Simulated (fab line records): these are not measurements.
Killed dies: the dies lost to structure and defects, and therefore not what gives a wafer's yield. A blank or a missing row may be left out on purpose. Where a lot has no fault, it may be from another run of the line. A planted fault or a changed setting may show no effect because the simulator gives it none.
Matching of chambers | flow nandHarc | pecvd-02 running NHARC_A_SGD_CUT_DEP_00: 3 sister chambers
The step deposits SiNx, target thk 50 nm. 6 wafers are shown with their chamber, then 12 later ones without.

## WAFERS, EACH WITH ITS CHAMBER
wafer  | chamber | heaterPowerW (W) | susceptorTempC (C)
L087.5 | 1       | 748              | 399.50
L089.1 | 1       | 765              | 400.14
L089.6 | 0       | 681              | 399.81
L092.1 | 2       | 581              | 400.08
L092.5 | 2       | 582              | 400.12
L092.6 | 0       | 614              | 400.24

## WAFERS MISSING THEIR CHAMBER
wafer  | heaterPowerW (W) | susceptorTempC (C)
L093.2 | 605              | 400.04
L093.3 | 646              | 399.81
L093.6 | 636              | 400.16
L094.1 | 756              | 399.53
L094.4 | 761              | 399.81
L094.6 | 586              | 399.81
L095.3 | 617              | 400.00
L095.5 | 650              | 400.28
L095.6 | 548              | 400.49
L097.2 | 610              | 399.72
L097.3 | 724              | 399.72
L097.4 | 722              | 399.71

## CHAMBER TAKEN BY EACH
wafer  | from the rows above     | in truth
L093.2 | can't be placed: 2 or 0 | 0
L093.3 | can't be placed: 0 or 2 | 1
L093.6 | can't be placed: 0 or 2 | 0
L094.1 | 1                       | 1
L094.4 | 1                       | 1
L094.6 | can't be placed: 2 or 0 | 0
L095.3 | can't be placed: 0 or 2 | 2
L095.5 | can't be placed: 0 or 2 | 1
L095.6 | 2                       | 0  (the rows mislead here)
L097.2 | can't be placed: 2 or 0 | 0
L097.3 | can't be placed: 1 or 0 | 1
L097.4 | can't be placed: 1 or 0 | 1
Correctly placed: 2 of 12. From these rows, 9 cannot be placed; in 7 the true chamber is one of the candidates. Placed wrongly: 1.
How it was worked out, from the rows above alone: a wafer's distance from a chamber is the root of the sum, over the readings, of the square of ((its reading less the chamber's mean) divided by the reading's scatter). If the next closest chamber is less than 2 further off than the closest, the wafer can't be placed; otherwise it belongs to the closest. The mean given for a chamber averages the wafers shown for that chamber. The scatter: take each reading less its chamber's mean, square it, sum over the shown wafers, divide by the number of wafers less the number of chambers, and take the root.
